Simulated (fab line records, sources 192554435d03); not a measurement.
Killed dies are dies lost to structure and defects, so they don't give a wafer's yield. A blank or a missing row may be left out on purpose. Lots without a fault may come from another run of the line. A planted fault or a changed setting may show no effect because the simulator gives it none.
fab line records | flow n5_finfet
record lots=5 wafers=15 last_day=16
route steps=1938 shown BEOL_M5@1170
lots that met no fault: from a run of the same line without faults
start_h: hours from the record's first day to the start of the lot's first wafer shown | wait_h: hours since the lot's step before | " the same as in the row above | L1.1+2: a row that stands for several wafers | - no value, or no start given | * or withheld: withheld | < > ~ a bound
route shown NAME@n: a module of which the file shows steps, and the number in the route of the first | usual: mean/standard deviation of fault-free wafers | same: alike in all rows | chamber/n: place in a boat | sites: the reading at each site | _std_site: their standard deviation | _edge_site: outer sites' mean less inner sites' | radius_mm: how far each site lies from the wafer's centre | mask NAME#n: copy n | behind: the tool/chamber that last shaped the wafer | hold: why the lot was held/for how many hours/how that ended | device: the transistor (n, p or np) that didn't switch | end of line: the same wafers' tests at the end of the route | a step without rows: its recipe alone | killed: dies lost to structure and defects at the first sort, not the wafer's yield | map: a wafer's dies, x killed, . not, _ none there
set.NAME: the setting as run; set.NAME@STEP: as run at that earlier step | model.NAME: the simulator's own value behind a step, which no gauge read
lots at some steps of the route; a table a step, a row a wafer
services: from which hour (start_h, from the record's first day; less than 0 if before it) a tool's chamber was out of use, for how many hours, and why
## steps
# step N5_BEOL_M5_DEGAS_44
# recipe ambient=vacuum temp_c=250 time_s=60
# usual heater_power_w=330/41
# columns lot.wafer tool chamber start_h wait_h heater_power_w
L075.2 pvd_sputter-01 - 181.59 0.4 353
L075.3 " - " " 287
L075.4 " - " " 363
L078.1 pvd_sputter-01 - 202.96 0.3 358
L078.2 " - " " 290
L078.4 " - " " 351
L082.3 pvd_sputter-02 - 229.27 0.2 289
L082.4 " - " " 337
L082.6 " - " " 414
L089.3 pvd_sputter-02 - 276.39 0.2 357
L089.4 " - " " 299
L089.6 " - " " 336
L090.2 pvd_sputter-01 - 281.70 0.2 345
L090.5 " - " " 282
L090.6 " - " " 291
# step N5_BEOL_M5_PRE_CLEAN_45
# recipe gas=H2/He time_s=30 temp_c=250
# usual heater_power_w=330/41
# columns lot.wafer tool chamber start_h wait_h heater_power_w
L075.2 pvd_sputter-01 - 181.63 0.0 351
L075.3 " - " " 282
L075.4 " - " " 367
L078.1 pvd_sputter-01 - 203.00 0.0 352
L078.2 " - " " 289
L078.4 " - " " 350
L082.3 pvd_sputter-02 - 229.31 0.0 299
L082.4 " - " " 333
L082.6 " - " " 414
L089.3 pvd_sputter-02 - 276.43 0.0 349
L089.4 " - " " 308
L089.6 " - " " 344
L090.2 pvd_sputter-01 - 281.74 0.0 350
L090.5 " - " " 295
L090.6 " - " " 289
# step N5_BEOL_M5_ALD_86
# recipe material=TaN target_thk_a=* temp_c=275 ald_precursor_family=PDMAT ald_co_reactant=NH3 pressure_torr=3 carrier_flow_sccm=1500 pulse_time_s=2 purge_time_s=3 co_reactant_purge_time_s=2 co_reactant_pulse_time_s=3 ald_cycles=30 precursor_vessel_temp_c=75 precursor_vessel_pressure_torr=26.25 precursor_vessel_carrier_sccm=1000
# usual heater_power_w=429/49 precursor_vessel_pressure_torr=26.25/0.048
# same purge_time_s=3
# columns lot.wafer tool chamber start_h wait_h heater_power_w precursor_vessel_pressure_torr
L075.2 ald_metal-02 1 181.69 0.0 532 26.23
L075.3 " 3 " " 518 26.27
L075.4 " 0 " " 441 26.23
L078.1 ald_metal-03 2 203.09 0.1 414 26.33
L078.2 " 3 " " 469 26.25
L078.4 " 1 " " 454 26.29
L082.3 ald_metal-02 2 229.37 0.0 426 26.28
L082.4 " 1 " " 531 26.22
L082.6 " 3 " " 505 26.23
L089.3 ald_metal-02 1 276.49 0.0 518 26.30
L089.4 " 3 " " 515 26.29
L089.6 " 3 " " 502 26.17
L090.2 ald_metal-03 0 281.80 0.0 372 26.23
L090.5 " 1 " " 454 26.28
L090.6 " 0 " " 369 26.26
# step N5_BEOL_M5_SURFACE_TREAT_87
# recipe gas=Ar time_s=* ion_energy_ev=* ion_current_ma_cm2=0.5 pressure_mtorr=* ar_flow_sccm=30
# usual throttle_valve_pct=*
# columns lot.wafer tool chamber start_h wait_h throttle_valve_pct
L075.2 pvd_sputter-01 - 181.93 0.1 *
L075.3 " - " " *
L075.4 " - " " *
L078.1 pvd_sputter-02 - 203.39 0.2 *
L078.2 " - " " *
L078.4 " - " " *
L082.3 pvd_sputter-01 - 229.61 0.1 *
L082.4 " - " " *
L082.6 " - " " *
L089.3 pvd_sputter-02 - 276.73 0.1 *
L089.4 " - " " *
L089.6 " - " " *
L090.2 pvd_sputter-03 - 282.12 0.2 *
L090.5 " - " " *
L090.6 " - " " *
# step N5_BEOL_M5_CVD_47
# recipe material=Co target_thk_a=30 temp_c=withheld precursor=CCTBA/H2 pressure_torr=30 time_s=216
# columns lot.wafer tool chamber start_h wait_h
L075.2+3+4 cvd_co-01 0,1,0 182.05 0.1
L078.1+2+4 cvd_co-01 1,2,1 203.47 0.1
L082.3+4+6 cvd_co-01 0,0,2 229.67 0.0
L089.3+4+6 cvd_co-02 2,1,0 276.80 0.0
L090.2+5+6 cvd_co-02 1,2,1 282.30 0.2
# step N5_BEOL_M5_SPUTTER_48
# recipe material=Cu target_thk_a=150 temp_c=-20 chamber_pressure_pa=0.07 power_w=withheld time_s=27.62
# usual throttle_valve_pct=30.2/1
# columns lot.wafer tool chamber start_h wait_h throttle_valve_pct
L075.2 pvd_sputter-01 - 182.21 0.1 29.9
L075.3 " - " " 31.8
L075.4 " - " " 30.8
L078.1 pvd_sputter-03 - 203.66 0.1 29.6
L078.2 " - " " 31.9
L078.4 " - " " 30.4
L082.3 pvd_sputter-01 - 229.91 0.2 30.6
L082.4 " - " " 30.8
L082.6 " - " " 31.7
L089.3 pvd_sputter-01 - 276.97 0.1 30.9
L089.4 " - " " 29.9
L089.6 " - " " 31.3
L090.2 pvd_sputter-01 - 282.48 0.1 30.8
L090.5 " - " " 30.6
L090.6 " - " " 31.7
# step N5_BEOL_M5_ANNEAL_49
# recipe temp_c=400 time_s=1800 ambient=vacuum
# usual heater_power_w=795/86
# columns lot.wafer tool chamber start_h wait_h heater_power_w
L075.2 pvd_sputter-01 - 182.29 0.0 705
L075.3 " - " " 870
L075.4 " - " " 714
L078.1 pvd_sputter-03 - 203.74 0.0 762
L078.2 " - " " 700
L078.4 " - " " 784
L082.3 pvd_sputter-01 - 229.99 0.0 902
L082.4 " - " " 724
L082.6 " - " " 871
L089.3 pvd_sputter-01 - 277.05 0.0 702
L089.4 " - " " 721
L089.6 " - " " 881
L090.2 pvd_sputter-01 - 282.56 0.0 708
L090.5 " - " " 908
L090.6 " - " " 880
# step N5_BEOL_M5_SPUTTER_81
# recipe material=Cu target_thk_a=150 temp_c=-20 chamber_pressure_pa=0.07 power_w=withheld time_s=27.62
# usual throttle_valve_pct=30.2/1.1
# columns lot.wafer tool chamber start_h wait_h throttle_valve_pct
L075.2 pvd_sputter-01 - 183.30 0.5 30.1
L075.3 " - " " 31.7
L075.4 " - " " 31.1
L078.1 pvd_sputter-03 - 204.75 0.5 29.4
L078.2 " - " " 31.8
L078.4 " - " " 29.9
L082.3 pvd_sputter-01 - 230.99 0.5 30.7
L082.4 " - " " 30.8
L082.6 " - " " 31.8
L089.3 pvd_sputter-01 - 278.06 0.5 30.7
L089.4 " - " " 30.0
L089.6 " - " " 31.7
L090.2 pvd_sputter-01 - 283.57 0.5 30.9
L090.5 " - " " 30.6
L090.6 " - " " 31.5
# step N5_BEOL_M5_ANNEAL_82
# recipe temp_c=400 time_s=1800 ambient=vacuum
# usual heater_power_w=793/86
# columns lot.wafer tool chamber start_h wait_h heater_power_w
L075.2 pvd_sputter-01 - 183.38 0.0 701
L075.3 " - " " 875
L075.4 " - " " 719
L078.1 pvd_sputter-03 - 204.83 0.0 785
L078.2 " - " " 704
L078.4 " - " " 788
L082.3 pvd_sputter-01 - 231.07 0.0 877
L082.4 " - " " 711
L082.6 " - " " 882
L089.3 pvd_sputter-01 - 278.14 0.0 713
L089.4 " - " " 719
L089.6 " - " " 874
L090.2 pvd_sputter-01 - 283.65 0.0 701
L090.5 " - " " 904
L090.6 " - " " 890
# step N5_BEOL_M5_SPUTTER_83
# recipe material=Cu target_thk_a=150 temp_c=-20 chamber_pressure_pa=0.07 power_w=withheld time_s=27.62
# usual throttle_valve_pct=30.2/1
# columns lot.wafer tool chamber start_h wait_h throttle_valve_pct
L075.2 pvd_sputter-01 - 184.38 0.5 30.1
L075.3 " - " " 31.7
L075.4 " - " " 30.9
L078.1 pvd_sputter-03 - 205.83 0.5 29.2
L078.2 " - " " 31.8
L078.4 " - " " 29.9
L082.3 pvd_sputter-01 - 232.08 0.5 30.8
L082.4 " - " " 31.0
L082.6 " - " " 31.5
L089.3 pvd_sputter-01 - 279.15 0.5 30.8
L089.4 " - " " 30.1
L089.6 " - " " 31.6
L090.2 pvd_sputter-01 - 284.65 0.5 30.6
L090.5 " - " " 30.8
L090.6 " - " " 31.8
# step N5_BEOL_M5_ANNEAL_84
# recipe temp_c=400 time_s=1800 ambient=vacuum
# usual heater_power_w=795/87
# columns lot.wafer tool chamber start_h wait_h heater_power_w
L075.2 pvd_sputter-01 - 184.46 0.0 722
L075.3 " - " " 887
L075.4 " - " " 703
L078.1 pvd_sputter-03 - 205.91 0.0 797
L078.2 " - " " 703
L078.4 " - " " 781
L082.3 pvd_sputter-01 - 232.16 0.0 917
L082.4 " - " " 708
L082.6 " - " " 860
L089.3 pvd_sputter-01 - 279.23 0.0 708
L089.4 " - " " 713
L089.6 " - " " 864
L090.2 pvd_sputter-01 - 284.73 0.0 708
L090.5 " - " " 904
L090.6 " - " " 884
# step N5_BEOL_M5_SPUTTER_88
# recipe material=Cu target_thk_a=150 temp_c=-20 chamber_pressure_pa=0.07 power_w=withheld time_s=27.62
# usual throttle_valve_pct=30.2/1.1
# columns lot.wafer tool chamber start_h wait_h throttle_valve_pct
L075.2 pvd_sputter-01 - 185.47 0.5 29.9
L075.3 " - " " 31.9
L075.4 " - " " 30.8
L078.1 pvd_sputter-03 - 206.92 0.5 29.5
L078.2 " - " " 31.9
L078.4 " - " " 30.2
L082.3 pvd_sputter-01 - 233.17 0.5 30.9
L082.4 " - " " 31.0
L082.6 " - " " 31.9
L089.3 pvd_sputter-01 - 280.23 0.5 30.8
L089.4 " - " " 30.0
L089.6 " - " " 31.6
L090.2 pvd_sputter-01 - 285.74 0.5 30.9
L090.5 " - " " 31.0
L090.6 " - " " 31.8
# step N5_BEOL_M5_ANNEAL_89
# recipe temp_c=400 time_s=1800 ambient=vacuum
# usual heater_power_w=793/86
# columns lot.wafer tool chamber start_h wait_h heater_power_w
L075.2 pvd_sputter-01 - 185.55 0.0 708
L075.3 " - " " 858
L075.4 " - " " 714
L078.1 pvd_sputter-03 - 207.00 0.0 771
L078.2 " - " " 685
L078.4 " - " " 799
L082.3 pvd_sputter-01 - 233.25 0.0 893
L082.4 " - " " 715
L082.6 " - " " 879
L089.3 pvd_sputter-01 - 280.31 0.0 716
L089.4 " - " " 712
L089.6 " - " " 862
L090.2 pvd_sputter-01 - 285.82 0.0 721
L090.5 " - " " 911
L090.6 " - " " 870
# step N5_BEOL_M5_SPUTTER_90
# recipe material=Cu target_thk_a=45 temp_c=-20 chamber_pressure_pa=0.07 power_w=withheld time_s=8.29
# usual throttle_valve_pct=30.2/1.1
# columns lot.wafer tool chamber start_h wait_h throttle_valve_pct
L075.2 pvd_sputter-01 - 186.56 0.5 30.1
L075.3 " - " " 31.6
L075.4 " - " " 30.8
L078.1 pvd_sputter-03 - 208.01 0.5 29.1
L078.2 " - " " 32.2
L078.4 " - " " 30.0
L082.3 pvd_sputter-01 - 234.25 0.5 30.8
L082.4 " - " " 31.0
L082.6 " - " " 31.7
L089.3 pvd_sputter-01 - 281.32 0.5 30.9
L089.4 " - " " 29.9
L089.6 " - " " 31.8
L090.2 pvd_sputter-01 - 286.83 0.5 30.8
L090.5 " - " " 30.8
L090.6 " - " " 31.8
# step N5_BEOL_M5_ECD_50
# recipe material=Cu target_thk_a=3000
# columns lot.wafer tool chamber start_h wait_h
L075.2+3+4 ecd_cu-01 1,0,1 186.67 0.1
L078.1+2+4 ecd_cu-01 0,1,1 208.12 0.1
L082.3+4+6 ecd_cu-02 0,1,1 234.39 0.1
L089.3+4+6 ecd_cu-01 0,1,0 281.46 0.1
L090.2+5+6 ecd_cu-02 0,0,1 286.94 0.1
# step N5_BEOL_M5_ANNEAL_51
# recipe temp_c=225 time_s=90 ambient=N2
# usual wafer_temp_C_max=226.1/0.68
# columns lot.wafer tool chamber start_h wait_h wafer_temp_C_max
L075.2 rtp_anneal-01 0 186.80 0.1 226.9
L075.3 " 0 " " 226.6
L075.4 " 0 " " 226.8
L078.1 rtp_anneal-02 0 208.23 0.1 225.7
L078.2 " 0 " " 225.7
L078.4 " 0 " " 225.4
L082.3 rtp_anneal-01 0 234.77 0.4 226.5
L082.4 " 0 " " 226.8
L082.6 " 0 " " 226.6
L089.3 rtp_anneal-01 0 281.61 0.1 227.3
L089.4 " 0 " " 227.2
L089.6 " 0 " " 227.7
L090.2 rtp_anneal-02 0 287.08 0.1 225.6
L090.5 " 0 " " 225.6
L090.6 " 0 " " 225.8
# step N5_BEOL_M5_CMP_52
# recipe stop_on=SiCOH_lowk t_overpolish_s=6.9 down_force_psi=1 platen_rpm=50 clearing_platen_down_force_psi=1.5 clearing_platen_rpm=50 post_cmp_clean=cu_alkaline target_thk_nm=62 clearing_platen_pad_velocity_m_s=0.99484 pad_velocity_m_s=0.99484
# usual barrier_field_endpoint_s=24.9/0.71 motor_current_A=6.0/0.47 overpolish_run_s=6.900/0.0097 time_to_endpoint_s=63/3.8
# columns lot.wafer tool chamber start_h wait_h barrier_field_endpoint_s motor_current_A overpolish_run_s time_to_endpoint_s
L075.2 cmp-01 1 187.09 0.2 24.0 5.5 6.889 60
L075.4 " 2 " " 24.3 5.7 6.909 61
L075.3 " 3 " " 25.3 6.5 6.898 69
L078.2 cmp-02 1 208.57 0.3 24.9 5.9 6.901 62
L078.4 " 2 " " 24.9 6.3 6.909 61
L078.1 " 3 " " 24.7 5.8 6.885 60
L082.3 cmp-01 3 235.05 0.2 25.9 6.5 6.872 72
L082.4 " 0 " " 24.9 6.3 6.884 62
L082.6 " 1 " " 23.8 5.3 6.899 62
L089.3 cmp-01 1 281.87 0.2 24.6 5.6 6.903 65
L089.4 " 3 " " 26.4 6.6 6.891 73
L089.6 " 0 " " 25.9 6.1 6.889 66
L090.2 cmp-01 0 287.33 0.2 25.4 6.3 6.886 68
L090.6 " 0 " " 25.6 6.4 6.900 65
L090.5 " 1 " " 25.7 5.1 6.899 63
# step N5_BEOL_M5_THK_MEAS_53
# recipe thk_meas_gauge=xrf reads=Cu_of_BEOL_M5_ECD_50
# usual M5_THK=61.6/1.9
# columns lot.wafer tool chamber start_h wait_h M5_THK[nm]
L075.2 film_metro-02 - 187.35 - 60.0
L075.3 " - " " 62.9
L075.4 " - " " 59.0
L078.1 film_metro-01 - 208.83 - 58.2
L078.2 " - " " 62.6
L078.4 " - " " 59.0
L082.3 film_metro-02 - 235.28 - 63.6
L082.4 " - " " 60.3
L082.6 " - " " 62.1
L089.3 film_metro-02 - 282.13 - 62.4
L089.4 " - " " 64.5
L089.6 " - " " 61.1
L090.2 film_metro-02 - 287.62 - 60.5
L090.5 " - " " 58.4
L090.6 " - " " 60.2
# step N5_BEOL_M5_PRE_CLEAN_77
# recipe gas=NH3/H2 time_s=15 temp_c=* rf_power_w=300
# usual heater_power_w=84/14
# columns lot.wafer tool chamber start_h wait_h heater_power_w
L075.2 cvd_co-01 1 187.39 0.0 108
L075.3 " 0 " " 68
L075.4 " 1 " " 111
L078.1 cvd_co-02 1 208.87 0.0 72
L078.2 " 2 " " 87
L078.4 " 0 " " 92
L082.3 cvd_co-01 1 235.31 0.0 112
L082.4 " 2 " " 73
L082.6 " 1 " " 111
L089.3 cvd_co-01 0 282.17 0.0 69
L089.4 " 0 " " 68
L089.6 " 2 " " 77
L090.2 cvd_co-02 2 287.66 0.0 87
L090.5 " 1 " " 74
L090.6 " 0 " " 92
# step N5_BEOL_M5_CO_CAP_78
# recipe material=Co target_thk_a=20 temp_c=200 precursor=CCTBA/H2 pressure_torr=30 time_s=102.1
# usual heater_power_w=234/18
# columns lot.wafer tool chamber start_h wait_h heater_power_w
L075.2 cvd_co-01 1 187.43 0.0 262
L075.3 " 0 " " 213
L075.4 " 1 " " 276
L078.1 cvd_co-02 1 208.91 0.0 220
L078.2 " 2 " " 235
L078.4 " 0 " " 249
L082.3 cvd_co-01 1 235.35 0.0 264
L082.4 " 2 " " 221
L082.6 " 1 " " 267
L089.3 cvd_co-01 0 282.21 0.0 218
L089.4 " 0 " " 208
L089.6 " 2 " " 228
L090.2 cvd_co-02 2 287.70 0.0 244
L090.5 " 1 " " 226
L090.6 " 0 " " 244
# step N5_BEOL_M5_PRE_CLEAN_55
# recipe gas=NH3 time_s=15 temp_c=withheld rf_power_w=300
# columns lot.wafer tool chamber start_h wait_h
L075.2+3+4 pecvd-02 2,0,0 187.52 0.1
L078.1+2+4 pecvd-01 0,1,0 209.00 0.1
L082.3+4+6 pecvd-02 0,1,2 235.44 0.1
L089.3+4+6 pecvd-01 2,1,2 282.31 0.1
L090.2+5+6 pecvd-02 2,2,1 287.79 0.1
## services
# columns tool chamber start_h hours kind
pvd_sputter-02 - 157.68 14.3 repair
cmp-02 - 157.69 4.0 pm
pecvd-01 0 165.47 5.0 scheduled_down
pecvd-01 - 167.41 28.1 pm
cvd_co-02 2 170.31 5.1 repair
pecvd-02 1 176.31 5.5 scheduled_down
cvd_co-02 2 189.78 8.0 repair
pecvd-02 - 193.63 1.1 repair
pecvd-01 2 202.38 - clean
pecvd-01 2 202.38 - consumable_replace:showerhead
pecvd-01 2 202.38 29.0 scheduled_down
pecvd-01 2 202.38 29.0 vent_cycle
pvd_sputter-02 - 207.32 1.6 repair
cvd_co-01 - 208.98 14.6 pm
cmp-01 - 209.41 4.0 pm
cmp-01 - 213.41 - consumable_replace:conditioner
cmp-01 - 213.41 - consumable_replace:pad
pecvd-02 2 227.03 2.5 repair
cmp-02 - 231.37 0.9 repair
ald_metal-02 - 254.02 2.8 pm
ecd_cu-01 - 265.90 1.6 repair
pecvd-01 0 272.18 70.1 repair
ald_metal-03 2 285.65 7.0 repair
rtp_anneal-02 - 287.30 3.2 pm
## key
fault none
